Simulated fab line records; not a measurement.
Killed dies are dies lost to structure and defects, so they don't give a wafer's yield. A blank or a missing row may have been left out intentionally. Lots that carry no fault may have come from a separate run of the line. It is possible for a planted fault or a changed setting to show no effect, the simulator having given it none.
Struck lot and sound lot, side by side -- flow nand-harc -- 39 steps out of a route of 1302
Sound: the wafers L940.1, L940.2, L940.4. Wafers L953.3, L953.5, L953.6 were the ones struck. The cause comes at the end.
At each step with rows: each side's tool, then ch and its chambers, then its first start. Under that, the readings that differ: sound wafers -- struck wafers -- difference of the means -- sigmas: that difference in standard deviations of wafers without a fault.
alike: a reading whose means differ by less than 2 such deviations, as well as words and numbers matching on both sides. not compared: withheld readings; readings where some wafer has no value; bounds like >300 that might hide an equal value; numbers whose values overlap and for which the record gives no deviation.
The two part at a step that has a row with sigmas, a row that says differs or no value, or rows on one side only. Numbers that have no deviation but don't overlap get no sigmas and don't part them. A reading that every wafer of one side lacks parts them only if that side has two wafers or more.

first, 1 step without rows for these wafers: NHARC_A_WL_FILL_SRD_14.
NHARC_A_WL_FILL_ALD_19: deposits TiN, target thk 2 nm, pulse time 3 s, ald cycles 100.
  sound on ald-metal-02 ch 0,1,3, day 21 23:56; struck on ald-metal-02 ch 1,2, day 27 15:37
  alike: heater-power-w, precursor-pulse-height-rel
  not compared: since-wet-clean-h
then, 3 steps without rows for these wafers: NHARC_A_WL_FILL_CVD_20 (deposits W, target thk 100 nm, time 74 s); NHARC_A_WL_FILL_CMP_12 (polishes, t overpolish 30 s, target thk 100 nm); NHARC_A_WL_FILL_SRD_31.
NHARC_A_WL_FILL_INSPECT_15:
  struck on defect-inspect-02, day 27 16:38; sound on defect-inspect-01, day 22 00:51
  alike: raw-defect-count
then, 2 steps without rows for these wafers: NHARC_A_CONTACT_DEP_24 (deposits SiO2, target thk 500 nm); NHARC_A_CONTACT_DEP_28 (deposits aC, target thk 7000 nm).
NHARC_A_CONTACT_DEP_29: deposits SiON, target thk 100 nm.
  sound on pecvd-03 ch 0,1,2, day 22 05:49; struck on pecvd-03 ch 1,2, day 27 21:44
  alike: heater-power-w
  not compared: since-wet-clean-h
then, 10 steps without rows for these wafers: NHARC_A_CONTACT_DEHYDRATE_32 (time 120 s); NHARC_A_CONTACT_HMDS_33 (time 30 s); NHARC_A_CONTACT_COAT_34 (time 75 s); NHARC_A_CONTACT_COAT_35 (time 65 s); NHARC_A_CONTACT_COAT_36 (resist thk 90 nm); NHARC_A_CONTACT_SOFTBAKE_37 (time 55 s); NHARC_A_CONTACT_EBR_38; NHARC_A_CONTACT_EXPOSE_39 (exposes mask A CC 3); NHARC_A_CONTACT_PEB_40 (peb time 65 s); NHARC_A_CONTACT_DEVELOP_41 (develop time 35 s).
NHARC_A_CONTACT_CD_MEAS_42: the cd target is 300 nm.
  sound on cd-sem-02 ch 0, day 22 06:32; struck on cd-sem-01 ch 0, day 27 22:25
  alike: cd-nm
NHARC_A_CONTACT_OVL_MEAS_43:
  struck on overlay-02, day 27 22:30; sound on overlay-01, day 22 06:37
  alike: overlay-x-nm, overlay-y-nm
NHARC_A_CONTACT_INSPECT_44:
  struck on defect-inspect-01, day 27 22:32; sound on defect-inspect-01, day 22 06:40
  alike: raw-defect-count
then, 3 steps without rows for these wafers: NHARC_A_CONTACT_DESCUM_47 (chemistry O2, time 3 s); NHARC_A_CONTACT_ETCH_48 (etches the open film in CF4, target depth 39 nm, time 65 s); NHARC_A_CONTACT_ETCH_49 (etches the open film in N2/H2, target depth 260 nm, time 475.3 s).
NHARC_A_CONTACT_ETCH_50: etches the open film in CF4/CHF3, target depth 121 nm, time 60.5 s.
  sound on rie-diel-11 ch 0,2,3; struck on rie-diel-11 ch 1,2,3
  alike: drypump-motor-current-A, oes-product-au, rf-vpp-V, showerhead-plenum-p-Torr, throttle-valve-pct
  not compared: rf-hours-counter-h
then, 5 steps without rows for these wafers: NHARC_A_CONTACT_ETCH_51 (etches the open film in O2/COS, target depth 7000 nm, time 1820 s); NHARC_A_CONTACT_ETCH_111 (etches the open film in C4F8/O2/Ar, time 140 s, target depth 700 nm); NHARC_A_CONTACT_ETCH_112 (etches the open film in C4F8/O2/Ar, time 190 s, target depth 1850 nm); NHARC_A_CONTACT_ETCH_113 (etches the open film in C4F8/O2/Ar, time 190 s, target depth 1850 nm); NHARC_A_CONTACT_ETCH_114 (etches the open film in C4F8/O2/Ar, time 190 s, target depth 1850 nm).
NHARC_A_CONTACT_ETCH_115: etches the open film in C4F8/O2/Ar, time 190 s, target depth 1850 nm.
  sound on har-cap-etch-02 ch 0,1, day 22 09:19; struck on har-cap-etch-01 ch 0,1, day 28 02:13
  not compared: rf-hours-counter-h
then, 2 steps without rows for these wafers: NHARC_A_CONTACT_ETCH_116 (etches the open film in C4F8/O2/Ar, time 190 s, target depth 1850 nm); NHARC_A_CONTACT_ETCH_117 (etches the open film in C4F8/O2/Ar, time 190 s, target depth 1850 nm).
NHARC_A_CONTACT_ETCH_118: etches the open film in C4F8/O2/Ar, time 190 s, target depth 1850 nm.
  sound on har-cap-etch-02 ch 0,1, day 22 09:50; struck on har-cap-etch-01 ch 0,1, day 28 02:43
  not compared: rf-hours-counter-h
then, 1 step without rows for these wafers: NHARC_A_CONTACT_ETCH_119 (etches the open film in C4F8/O2/Ar, time 190 s, target depth 1850 nm).
NHARC_A_CONTACT_ETCH_120: etches the open film in C4F8/O2/Ar, time 190 s, target depth 1850 nm.
  sound on har-cap-etch-02 ch 0,1, day 22 10:10; struck on har-cap-etch-01 ch 0,1, day 28 03:04
  not compared: rf-hours-counter-h
then, 1 step without rows for these wafers: NHARC_A_CONTACT_ETCH_121 (etches the open film in C4F8/O2/Ar, time 190 s, target depth 1850 nm).
-- jump in the record: it breaks off in module A_CONTACT and resumes in module END (first step shown: number 1302 of the route), and 3 days separate the struck wafers' starts before and after --
NHARC_END_SORT_01:
  sound on prober-01 ch 0, day 25 11:32; struck on prober-02 ch 0, day 31 00:13
reading,sound,struck,difference,sigmas
killed-at-array,62 61 59,673 673 673,+612,+31
killed-dies,66 75 67,677 677 677,+608,+30
  alike: killed-at-other, killed-at-periphery, killed-open, killed-short

WHERE THEY PART
Only at NHARC_END_SORT_01, within this record.

WHY: what had been put in by the simulator
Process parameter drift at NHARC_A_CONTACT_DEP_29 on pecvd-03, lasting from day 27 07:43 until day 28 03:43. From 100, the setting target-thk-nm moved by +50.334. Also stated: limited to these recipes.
